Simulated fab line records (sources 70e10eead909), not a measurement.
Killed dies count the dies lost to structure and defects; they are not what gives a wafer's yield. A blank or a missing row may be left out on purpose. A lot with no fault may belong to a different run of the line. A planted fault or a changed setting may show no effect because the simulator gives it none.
fab line records + flow nandHarc
record
- lots=6
- wafers=18
- lastDay=33
route steps=1302 shown A_STAIRCASE@836 END@1302
lots untouched by any fault: they come from a run of this same line in which no faults occurred
startH: the number of hours between the record's first day and the start of the first shown wafer of the lot + waitH: hours since the lot's step before + " repeats the value in the row above + L1.1+2: a row that stands for several wafers + - no value, or no start given + * or withheld: withheld + < > ~ a bound
route shown NAME@n: NAME is a module with steps in the file, n the number in the route of the first one + usual: mean and standard deviation over wafers with no fault + same: alike in all rows + chamber/n: place in a boat + sites: per-site readings + _std_site: the standard deviation of these + _edge_site: inner sites' mean taken away from outer sites' mean + radiusMm: for every site, how far away it sits from the centre of the wafer + mask NAME#n: copy n + behind: the last tool/chamber to shape the wafer + hold: what put the lot on hold/how long, in hours/how the hold closed + device: transistor that didn't switch, given as n, p or np + end of line: the route-end tests of the same wafers + a step without rows: its recipe alone + killed: at the first sort, the dies lost to defects and structure; wafer yield is something else + map: a wafer's dies, marking killed ones x, the rest . and places with no die _
set.NAME: the setting as run; set.NAME@STEP: as run at that earlier step + model.NAME: the simulator's own value behind a step, which no gauge read
lots at selected steps of the route; one table per step, one row per wafer
services: from which hour (startH, from the record's first day; less than 0 if before it) a tool's chamber was out of use, for how many hours, and why
## steps
# step NHARC_A_STAIRCASE_STRIP_316
# recipe
- o2FlowSccm=500
- arFlowSccm=0
- biasW=0
- chemistry=O2
# step NHARC_A_STAIRCASE_STRIP_317
# recipe
- timeS=900
- tempC=130
- chemistry=SPM
# step NHARC_A_STAIRCASE_PRECLEAN_318
# recipe
- timeS=*
- tempC=50
- bathAgeMin=0
- chemistry=SC1
# step NHARC_A_STAIRCASE_SRD_329
# step NHARC_A_STAIRCASE_ALD_415
# recipe
- targetThkA=300
- pulseTimeS=6
- aldCycles=300
- tempC=300
- material=SiO2
# step NHARC_A_STAIRCASE_ETCHBACK_416
# recipe
- targetDepthA=360
- timeS=7.2
- c4f8FlowSccm=withheld
- o2FlowSccm=8
- arFlowSccm=withheld
- rfW=600
- biasW=800
- chemistry=C4F8/O2/Ar
# usual
- oesProductAu=0.936/0.027
- rfVppV=722/4.5
| lot.wafer | tool       | chamber | startH | waitH | oesProductAu | rfHoursCounterH | rfVppV |
|-----------|------------|---------|--------|-------|--------------|-----------------|--------|
| L427.4    | rieDiel-13 | 1       | -      | -     | 0.910        | 12              | 725    |
| L427.2    | "          | 2       | "      | "     | 0.930        | 13              | 718    |
| L427.1    | "          | 3       | "      | "     | 0.925        | 14              | 715    |
| L432.2    | rieDiel-02 | 1       | -      | -     | 0.929        | 16              | 732    |
| L432.1    | "          | 3       | "      | "     | 0.925        | 16              | 724    |
| L432.5    | "          | 1       | "      | "     | 0.925        | -               | 730    |
| L435.1    | rieDiel-10 | 1       | -      | -     | 0.921        | 22              | 722    |
| L435.6    | "          | 1       | "      | "     | 0.933        | -               | 723    |
| L435.5    | "          | 2       | "      | "     | 0.919        | -               | 720    |
| L446.2    | rieDiel-13 | 1       | -      | -     | 0.922        | 20              | 725    |
| L446.3    | "          | 2       | "      | "     | 0.912        | 20              | 717    |
| L446.5    | "          | 1       | "      | "     | 0.918        | -               | 724    |
| L447.1    | rieDiel-02 | 0       | -      | -     | 0.936        | 3               | 727    |
| L447.4    | "          | 3       | "      | "     | 0.921        | 3               | 723    |
| L447.5    | "          | 0       | "      | "     | 0.924        | -               | 726    |
| L449.4    | rieDiel-02 | 0       | -      | -     | 0.935        | 12              | 726    |
| L449.3    | "          | 1       | "      | "     | 0.919        | 10              | 730    |
| L449.5    | "          | 2       | "      | "     | 0.935        | -               | 722    |
# step NHARC_A_STAIRCASE_STRIP_476
# recipe
- timeS=20
- o2FlowSccm=500
- arFlowSccm=0
- biasW=0
- chemistry=O2
# step NHARC_A_STAIRCASE_DEP_417
# recipe
- targetThkA=600
- stepCoveragePct=20
- tempC=400
- targetThkNm=60
- flowSccm=200
- rfW=450
- material=Si3N4
# step NHARC_A_STAIRCASE_WET_418
# recipe
- tempC=160
- targetDepthA=200
- chemistry=H3PO4
# step NHARC_A_STAIRCASE_PRECLEAN_419
# recipe
- timeS=*
- tempC=50
- bathAgeMin=0
- chemistry=SC1
# step NHARC_A_STAIRCASE_SRD_421
# step NHARC_A_STAIRCASE_ALD_420
# recipe
- targetThkA=200
- pulseTimeS=6
- aldCycles=200
- tempC=300
- material=SiO2
# usual
- heaterPowerW=449/35
- precursorPulseHeightRel=0.999/0.02
- susceptorTempC=300.01/0.21
| lot.wafer | tool     | chamber | startH | waitH | heaterPowerW | precursorPulseHeightRel | susceptorTempC |
|-----------|----------|---------|--------|-------|--------------|-------------------------|----------------|
| L427.4    | aldHk-04 | 1       | 410.01 | -     | 409          | 1.018                   | 300.49         |
| L427.1    | "        | 2       | "      | "     | 481          | 1.038                   | 299.87         |
| L427.2    | "        | 3       | "      | "     | 502          | 1.008                   | 300.29         |
| L432.1    | aldHk-04 | 1       | 459.34 | -     | 393          | 1.003                   | 300.04         |
| L432.2    | "        | 3       | "      | "     | 458          | 1.015                   | 300.01         |
| L432.5    | "        | 0       | "      | "     | 474          | 1.042                   | 300.39         |
| L435.1    | aldHk-01 | 2       | 487.97 | -     | 480          | 0.980                   | 299.84         |
| L435.6    | "        | 2       | "      | "     | 477          | 0.980                   | 299.91         |
| L435.5    | "        | 3       | "      | "     | 428          | 0.956                   | 300.12         |
| L446.3    | aldHk-04 | 3       | 590.95 | -     | 477          | 0.996                   | 299.83         |
| L446.2    | "        | 1       | "      | "     | 400          | 0.975                   | 300.14         |
| L446.5    | "        | 3       | "      | "     | 462          | 0.947                   | 300.19         |
| L447.4    | aldHk-04 | 1       | 595.14 | -     | 411          | 1.020                   | 300.12         |
| L447.1    | "        | 3       | "      | "     | 476          | 0.990                   | 300.07         |
| L447.5    | "        | 2       | "      | "     | 491          | 0.988                   | 299.97         |
| L449.4    | aldHk-01 | 3       | 614.03 | -     | 434          | 1.039                   | 299.97         |
| L449.3    | "        | 2       | "      | "     | 477          | 1.022                   | 299.98         |
| L449.5    | "        | 0       | "      | "     | 391          | 0.989                   | 299.77         |
# step NHARC_A_STAIRCASE_CVD_552
# recipe
- targetThkA=400
- tempC=700
- pressureMtorr=300
- material=SiNx
# step NHARC_A_STAIRCASE_DEP_151
# recipe
- targetThkA=72000
- tempC=400
- targetThkNm=7200
- teosFlowSccm=200
- rfW=500
- material=SiO2
# usual
- heaterPowerW=621/84
- susceptorTempC=399.99/0.21
| lot.wafer | tool     | chamber | startH | waitH | heaterPowerW | susceptorTempC |
|-----------|----------|---------|--------|-------|--------------|----------------|
| L427.2    | pecvd-03 | 1       | 418.25 | 0.5   | 600          | 400.05         |
| L427.1    | "        | 2       | "      | "     | 683          | 399.77         |
| L427.4    | "        | 0       | "      | "     | 618          | 400.09         |
| L432.2    | pecvd-01 | 1       | 466.71 | 0.4   | 792          | 400.38         |
| L432.1    | "        | 2       | "      | "     | 693          | 400.06         |
| L432.5    | "        | 0       | "      | "     | 634          | 399.96         |
| L435.1    | pecvd-03 | 0       | 496.12 | 0.4   | 754          | 400.02         |
| L435.5    | "        | 0       | "      | "     | 621          | 400.00         |
| L435.6    | "        | 2       | "      | "     | 601          | 399.68         |
| L446.3    | pecvd-03 | 2       | 596.70 | 0.5   | 680          | 399.85         |
| L446.2    | "        | 0       | "      | "     | 688          | 399.91         |
| L446.5    | "        | 2       | "      | "     | 613          | 399.61         |
| L447.1    | pecvd-03 | 0       | 603.50 | 0.6   | 703          | 399.96         |
| L447.5    | "        | 1       | "      | "     | 458          | 399.90         |
| L447.4    | "        | 2       | "      | "     | 607          | 399.84         |
| L449.3    | pecvd-03 | 0       | 622.39 | 0.6   | 762          | 400.25         |
| L449.4    | "        | 1       | "      | "     | 466          | 399.80         |
| L449.5    | "        | 2       | "      | "     | 603          | 399.74         |
# step NHARC_A_STAIRCASE_ANNEAL_320
# recipe
- tempC=750
- timeS=1800
# step NHARC_A_STAIRCASE_DEP_322
# recipe
- targetThkA=72000
- tempC=400
- targetThkNm=7200
- teosFlowSccm=200
- rfW=500
- material=SiO2
# step NHARC_A_STAIRCASE_ANNEAL_323
# recipe
- tempC=750
- timeS=1800
# step NHARC_A_STAIRCASE_DEP_325
# recipe
- targetThkA=72000
- tempC=400
- targetThkNm=7200
- teosFlowSccm=200
- rfW=500
- material=SiO2
# usual
- heaterPowerW=630/79
- susceptorTempC=400.01/0.24
| lot.wafer | tool     | chamber | startH | waitH | heaterPowerW | susceptorTempC |
|-----------|----------|---------|--------|-------|--------------|----------------|
| L427.2    | pecvd-01 | 0       | 433.01 | 0.2   | 727          | 399.92         |
| L427.1    | "        | 1       | "      | "     | 770          | 399.97         |
| L427.4    | "        | 0       | "      | "     | 601          | 399.67         |
| L432.2    | pecvd-04 | 1       | 483.95 | 0.1   | 594          | 400.59         |
| L432.1    | "        | 2       | "      | "     | 579          | 400.02         |
| L432.5    | "        | 2       | "      | "     | 554          | 400.06         |
| L435.1    | pecvd-03 | 2       | 515.12 | 0.2   | 679          | 400.26         |
| L435.5    | "        | 1       | "      | "     | 490          | 399.87         |
| L435.6    | "        | 0       | "      | "     | 628          | 400.20         |
| L446.3    | pecvd-03 | 2       | 614.82 | 0.2   | 745          | 400.29         |
| L446.2    | "        | 0       | "      | "     | 697          | 399.99         |
| L446.5    | "        | 0       | "      | "     | 665          | 399.81         |
| L447.1    | pecvd-01 | 1       | 614.92 | 0.3   | 612          | 400.19         |
| L447.4    | "        | 0       | "      | "     | 639          | 400.27         |
| L447.5    | "        | 1       | "      | "     | 585          | 400.29         |
| L449.3    | pecvd-03 | 2       | 639.29 | 0.2   | 646          | 399.97         |
| L449.5    | "        | 1       | "      | "     | 473          | 400.34         |
| L449.4    | "        | 0       | "      | "     | 649          | 399.94         |
# step NHARC_A_STAIRCASE_ANNEAL_326
# recipe
- tempC=750
- timeS=1800
# step NHARC_A_STAIRCASE_DEHYDRATE_433
# recipe
- tempC=150
- timeS=120
# step NHARC_A_STAIRCASE_HMDS_434
# recipe
- timeS=30
# step NHARC_A_STAIRCASE_COAT_435
# recipe
- spinRpm=1200
# step NHARC_A_STAIRCASE_SOFTBAKE_436
# recipe
- tempC=135
- timeS=170
# step NHARC_A_STAIRCASE_EBR_437
# step NHARC_A_STAIRCASE_EXPOSE_438
# recipe
- na=0.5
- doseMj=28.97
- maskId=STAIR_REV
# step NHARC_A_STAIRCASE_PEB_439
# recipe
- pebTempC=115
- pebTimeS=130
# step NHARC_A_STAIRCASE_DEVELOP_440
# recipe
- timeS=140
# step NHARC_A_STAIRCASE_HARDBAKE_442
# recipe
- tempC=120
- timeS=140
# step NHARC_A_STAIRCASE_DESCUM_443
# recipe
- timeS=3
- o2FlowSccm=200
- arFlowSccm=0
- biasPowerW=0
- chemistry=O2
# usual
- drypumpMotorCurrentA=5.6/0.43
- mfcArSccm=0.015/0.013
- oesProductAu=1.003/0.0098
- rfVppV=57.8/1
- showerheadPlenumPTorr=1.90/0.089
- throttleValvePct=11.313/0.0084
# same
- biasPowerW=0
| lot.wafer | tool       | chamber | startH | waitH | drypumpMotorCurrentA | mfcArSccm | oesProductAu | rfHoursCounterH | rfVppV | showerheadPlenumPTorr | throttleValvePct |
|-----------|------------|---------|--------|-------|----------------------|-----------|--------------|-----------------|--------|-----------------------|------------------|
| L427.1    | rieDiel-02 | 1       | 442.93 | -     | 6.4                  | 0.022     | 0.999        | 10              | 58.2   | 2.07                  | 11.308           |
| L427.2    | "          | 2       | "      | "     | 5.4                  | 0.008     | 0.991        | 8               | 57.7   | 1.91                  | 11.305           |
| L427.4    | "          | 3       | "      | "     | 4.7                  | 0.039     | 0.997        | 10              | 57.2   | 1.93                  | 11.320           |
| L432.2    | rieDiel-02 | 0       | 495.54 | -     | 5.3                  | 0         | 0.992        | 26              | 58.5   | 1.97                  | 11.300           |
| L432.1    | "          | 1       | "      | "     | 6.4                  | 0.022     | 1.002        | 28              | 59.9   | 2.07                  | 11.320           |
| L432.5    | "          | 1       | "      | "     | 6.4                  | 0.022     | 0.995        | -               | 60.0   | 2.07                  | 11.310           |
| L435.1    | rieDiel-02 | 0       | 526.10 | -     | 5.3                  | 0         | 0.995        | 36              | 58.9   | 1.96                  | 11.335           |
| L435.6    | "          | 0       | "      | "     | 5.2                  | 0         | 0.994        | -               | 59.2   | 1.96                  | 11.310           |
| L435.5    | "          | 1       | "      | "     | 6.4                  | 0.022     | 0.994        | -               | 58.0   | 2.06                  | 11.300           |
| L447.1    | rieDiel-13 | 1       | 624.42 | -     | 5.9                  | 0.016     | 0.997        | 34              | 58.7   | 1.93                  | 11.315           |
| L447.4    | "          | 2       | "      | "     | 5.3                  | 0.022     | 1.004        | 34              | 57.4   | 1.80                  | 11.308           |
| L447.5    | "          | 2       | "      | "     | 5.3                  | 0.022     | 0.976        | -               | 57.2   | 1.80                  | 11.313           |
| L446.2    | rieDiel-02 | 0       | 624.45 | -     | 5.2                  | 0         | 1.009        | 15              | 56.9   | 1.95                  | 11.305           |
| L446.3    | "          | 3       | "      | "     | 4.7                  | 0.039     | 1.013        | 16              | 58.3   | 1.91                  | 11.301           |
| L446.5    | "          | 1       | "      | "     | 6.4                  | 0.022     | 0.999        | -               | 61.2   | 2.05                  | 11.337           |
| L449.3    | rieDiel-02 | 0       | 648.52 | -     | 5.2                  | 0         | 1.007        | 23              | 58.3   | 1.95                  | 11.328           |
| L449.4    | "          | 1       | "      | "     | 6.4                  | 0.022     | 0.989        | 22              | 58.2   | 2.05                  | 11.315           |
| L449.5    | "          | 1       | "      | "     | 6.4                  | 0.022     | 0.991        | -               | 59.0   | 2.05                  | 11.319           |
# step NHARC_A_STAIRCASE_ETCH_444
# recipe
- targetDepthA=2.04e+05
- timeS=6800
- c4f8FlowSccm=20
- o2FlowSccm=10
- arFlowSccm=withheld
- rfW=600
- biasW=1000
- chemistry=C4F8/O2
# usual
- oesProductAu=0.932/0.019
- rfVppV=806/4.8
| lot.wafer | tool       | chamber | startH | waitH | oesProductAu | rfHoursCounterH | rfVppV |
|-----------|------------|---------|--------|-------|--------------|-----------------|--------|
| L427.2    | rieDiel-02 | 1       | 443.01 | 0.1   | 0.915        | 11              | 815    |
| L427.1    | "          | 2       | "      | "     | 0.927        | 9               | 806    |
| L427.4    | "          | 0       | "      | "     | 0.919        | 11              | 812    |
| L432.1    | rieDiel-02 | 3       | 496.29 | 0.7   | 0.924        | 29              | 807    |
| L432.2    | "          | 0       | "      | "     | 0.922        | 28              | 808    |
| L432.5    | "          | 1       | 499.46 | 3.9   | 0.922        | -               | 815    |
| L435.1    | rieDiel-02 | 0       | 526.35 | 0.2   | 0.922        | 37              | 809    |
| L435.6    | "          | 0       | 528.26 | 2.1   | 0.912        | -               | 810    |
| L435.5    | "          | 1       | "      | "     | 0.916        | -               | 816    |
| L446.3    | rieDiel-02 | 1       | 624.54 | 0.1   | 0.961        | 15              | 815    |
| L446.2    | "          | 3       | "      | "     | 0.986        | 17              | 807    |
| L446.5    | "          | 1       | "      | "     | 0.951        | -               | 816    |
| L447.4    | rieDiel-13 | 3       | 625.45 | 1.0   | 0.931        | 35              | 815    |
| L447.1    | "          | 0       | "      | "     | 0.934        | 33              | 804    |
| L447.5    | "          | 1       | "      | "     | 0.931        | -               | 809    |
| L449.4    | rieDiel-02 | 0       | 648.61 | 0.1   | 0.929        | 24              | 809    |
| L449.3    | "          | 1       | "      | "     | 0.924        | 23              | 815    |
| L449.5    | "          | 0       | 650.50 | 1.9   | 0.933        | -               | 810    |
# step NHARC_A_STAIRCASE_STRIP_446
# recipe
- powerW=1500
- tempC=250
- chemistry=O2
# step NHARC_A_STAIRCASE_STRIP_447
# recipe
- timeS=900
- tempC=130
- chemistry=SPM
# step NHARC_A_STAIRCASE_PRECLEAN_448
# recipe
- timeS=*
- tempC=50
- bathAgeMin=0
- chemistry=SC1
# step NHARC_A_STAIRCASE_SRD_449
# step NHARC_A_STAIRCASE_CMP_450
# recipe
- targetThkNm=200
- material=SiO2
# step NHARC_A_STAIRCASE_CMP_152
# step NHARC_END_SORT_01
# recipe
- tempC=25
# usual
- killedAtArray=46/16
- killedAtOther=0.9/1.3
- killedAtPeriphery=4.1/3
- killedDies=51/17
- killedOpen=3.5/1.8
- killedShort=2.5/1.8
# same
- grossDies=677
| lot.wafer | tool      | chamber | startH | waitH | killedAtArray | killedAtOther | killedAtPeriphery | killedDies | killedOpen | killedShort |
|-----------|-----------|---------|--------|-------|---------------|---------------|-------------------|------------|------------|-------------|
| L435.1    | prober-02 | 0       | 658.73 | 2.5   | 52            | 0             | 9                 | 61         | 1          | 3           |
| L435.5    | prober-02 | 0       | 661.94 | 3.7   | 52            | 2             | 10                | 64         | 4          | 5           |
| L435.6    | prober-02 | 0       | 662.75 | 4.0   | 45            | 0             | 6                 | 51         | 4          | 3           |
| L447.1    | prober-01 | 0       | 761.89 | 2.5   | 132           | 1             | 3                 | 136        | 3          | 6           |
| L447.4    | prober-01 | 0       | 764.31 | 3.4   | 116           | 1             | 6                 | 123        | 1          | 1           |
| L447.5    | prober-01 | 0       | 765.11 | 3.7   | 164           | 0             | 3                 | 167        | 2          | 5           |
| L446.2    | prober-01 | 0       | 771.51 | 2.8   | 115           | 0             | 1                 | 116        | 2          | 1           |
| L446.3    | prober-01 | 0       | 772.31 | 3.1   | 110           | 0             | 2                 | 112        | 2          | 1           |
| L446.5    | prober-01 | 0       | 773.92 | 3.7   | 122           | 0             | 4                 | 126        | 2          | 5           |
# killed by level:class
L435.1 A_CHANNEL_HOLE_D1:chamberFilmFlake=21 A_CHANNEL_HOLE_D2:chamberFilmFlake=15 P_M2:chamberFilmFlake=7 A_CONTACT:chamberFilmFlake=6 A_CHANNEL_FILL_D2:chamberFilmFlake=2 A_SLIT:chamberFilmFlake=2 A_WL_FILL:chamberFilmFlake=2 P_M0:geometricParticle:short=1
L435.5 A_CHANNEL_HOLE_D1:chamberFilmFlake=29 A_CHANNEL_HOLE_D2:chamberFilmFlake=13 P_GATE:chamberFilmFlake=3 P_M2:chamberFilmFlake=3 A_SGD_CUT:geometricParticle:short=2 A_M0:geometricParticle:open=2 P_STI:chamberFilmFlake=2 P_M0:geometricParticle:short=1
L435.6 A_CHANNEL_HOLE_D1:chamberFilmFlake=20 A_CHANNEL_HOLE_D2:chamberFilmFlake=8 P_GATE:chamberFilmFlake=3 A_CHANNEL_HOLE_D1:geometricParticle:open=2 P_M2:chamberFilmFlake=2 A_CHANNEL_FILL_D1:chamberFilmFlake=2 A_CHANNEL_FILL_D2:chamberFilmFlake=2 A_STAIRCASE:chamberFilmFlake=2
L447.1 A_STAIRCASE:unspecified=71 A_SLIT:chamberFilmFlake=31 A_CHANNEL_HOLE_D2:chamberFilmFlake=18 A_CHANNEL_HOLE_D1:chamberFilmFlake=4 P_CONTACT:geometricParticle:open=1 P_M1:geometricParticle:open=1 A_SOURCE_PLATE:geometricParticle:short=1 A_CHANNEL_FILL_D1:geometricParticle:short=1
L447.4 A_STAIRCASE:unspecified=66 A_CHANNEL_HOLE_D2:chamberFilmFlake=25 A_SLIT:chamberFilmFlake=11 A_CHANNEL_HOLE_D1:chamberFilmFlake=8 P_GATE:chamberFilmFlake=3 A_STAIRCASE:chamberFilmFlake=3 P_STI:chamberFilmFlake=2 A_SOURCE_PLATE:geometricParticle:open=1
L447.5 A_STAIRCASE:unspecified=98 A_SLIT:chamberFilmFlake=27 A_CHANNEL_HOLE_D2:chamberFilmFlake=18 A_CHANNEL_HOLE_D1:chamberFilmFlake=12 A_ONON_D2:geometricParticle:short=2 P_ZERO_WELL:chamberFilmFlake=2 A_SOURCE_PLATE:geometricParticle:short=1 A_ONON_D1:geometricParticle:short=1
L446.2 A_STAIRCASE:unspecified=71 A_CONTACT:chamberFilmFlake=14 A_CHANNEL_HOLE_D1:chamberFilmFlake=11 A_SLIT:chamberFilmFlake=6 A_STAIRCASE:chamberFilmFlake=5 A_BLC:geometricParticle:open=2 A_ONON_D1:geometricParticle:short=1 P_GATE:chamberFilmFlake=1
L446.3 A_STAIRCASE:unspecified=78 A_CHANNEL_HOLE_D1:chamberFilmFlake=15 A_CONTACT:chamberFilmFlake=6 A_SLIT:chamberFilmFlake=5 A_SGD_CUT:geometricParticle:open=1 A_WL_FILL:geometricParticle:short=1 A_WL_FILL:geometricParticle:open=1 P_ZERO_WELL:chamberFilmFlake=1
L446.5 A_STAIRCASE:unspecified=84 A_CONTACT:chamberFilmFlake=10 A_CHANNEL_HOLE_D1:chamberFilmFlake=9 A_SLIT:chamberFilmFlake=6 A_WL_FILL:geometricParticle:short=3 P_GATE:chamberFilmFlake=3 A_CHANNEL_HOLE_D2:chamberFilmFlake=2 A_STAIRCASE:chamberFilmFlake=2
# map L446.5 (x killed, . not)
____________.____________
_________......._________
_______..........._______
______..x........x.______
_____xx...........x._____
____x.xx........x...x____
____xxx.xx.......xx..____
___xxxxxx..........xx.___
___xxxxxx........x....___
__xxxxxxxx.............__
__xxxxxxxxx............__
_xxxxxxxx.x............._
_xxxxxxxx..............._
_xxxxxxxx....xx........._
_xxxxxxxx..............._
_xxxxxxx................_
..xx..x..................
...x.xx..x........x...xx.
....x..x...x.x....x..x...
.........................
.x..........x............
_x......................_
_..x...................._
_...........x..........._
_.xxx..................._
_......................._
__.....................__
__.....................__
___...............x...___
___...................___
____.........x.......____
____.....xxxx........____
_____.....x........._____
______...........x.______
_______.....x....._______
_________x.x...._________
____________.____________
# map L447.5 (x killed, . not)
____________.____________
_________......._________
_______..........._______
______........x..xx______
_____...x.......xxxx_____
____...........xxxxxx____
____...........xxxxxx____
___x............xxxxx.___
___x............xxxx.x___
__...............xxxx..__
__..............x.xxx..__
_...x.....x.x.x........._
_........xxxx.x...xx...._
_........xxxxxxx........_
_........xxxxxxxx......._
_.....x.xxxxxxxx........_
.......xxxxxxxxxxx.......
........xxxxxxxx.xx......
........xxxxxxxxxx.......
........xxxxxxxxx........
........xxxxxxxxx........
_.........xxxxxx........_
_.........xxxxx.x......._
_.........xxxxx.x......._
_......................._
_..........x.x.........._
__.........x...........__
__.....................__
___...x...........x...___
___x.xx...........x...___
____..xx.............____
____.xxxx............____
_____xx.x..x........_____
______xx...........______
_______xxx........_______
_________.x....._________
____________.____________
## services
| tool       | chamber | startH | hours | kind   |
|------------|---------|--------|-------|--------|
| pecvd-04   | 1       | 386.52 | 5.9   | repair |
| pecvd-03   | 0       | 387.86 | 3.3   | repair |
| rieDiel-02 | -       | 393.83 | 9.0   | pm     |
| rieDiel-10 | -       | 420.03 | 9.0   | pm     |
| aldHk-04   | -       | 432.00 | 10.0  | pm     |
| rieDiel-02 | 2       | 432.93 | 5.3   | repair |
| rieDiel-10 | 2       | 441.16 | 33.4  | repair |
| pecvd-03   | -       | 443.89 | 1.1   | repair |
| pecvd-04   | -       | 450.03 | 13.0  | pm     |
| pecvd-04   | -       | 468.57 | 0.2   | repair |
| aldHk-01   | -       | 475.16 | 10.0  | pm     |
| rieDiel-02 | 2       | 477.98 | 4.5   | repair |
| rieDiel-02 | 2       | 488.79 | 12.6  | repair |
| pecvd-01   | -       | 492.18 | 13.0  | pm     |
| rieDiel-02 | 0       | 499.98 | 5.0   | repair |
| aldHk-01   | -       | 512.29 | 4.2   | repair |
| rieDiel-13 | -       | 521.23 | 9.0   | pm     |
| pecvd-03   | -       | 547.59 | 13.0  | pm     |
| rieDiel-02 | -       | 570.85 | 9.0   | pm     |
| aldHk-01   | -       | 578.03 | 1.6   | repair |
| rieDiel-13 | 0       | 585.30 | 4.4   | repair |
| rieDiel-10 | -       | 597.03 | 9.0   | pm     |
| aldHk-04   | -       | 610.00 | 10.0  | pm     |
| pecvd-04   | -       | 631.13 | 13.0  | pm     |
## key
firstSign
- step=NHARC_END_SORT_01
- reading=killedAtArray
- direction=up
- sigmas=4.9
- usual=46
- struck=126
effect
- step=NHARC_END_SORT_01
- reading=killedDies
- direction=up
- sigmas=4.7
- usual=51
- struck=130
moreKillsBornAt
- NHARC_A_STAIRCASE_ALD_420@aldHk-04=468
metAt NHARC_A_STAIRCASE_ALD_420
struckWafers L446.2,L446.3,L446.5,L447.1,L447.4,L447.5
testerLeftOut L446,L447
onsetBetween 459.34 590.95
fault
- kind=chamberParticleSource
- tool=aldHk-04
- chamber=-
- onsetH=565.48
- steps=NHARC_A_STAIRCASE_ALD_420
- ratePerVisitCm2=1.0267
- endH=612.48
# testerLeftOut: of these lots the tester's yield and bins aren't shown, on N5 and GAA mostly nor the transistor test; their killed dies are dies lost to structure and defects alone, not to doping, threshold or leakage, so they don't give the yield
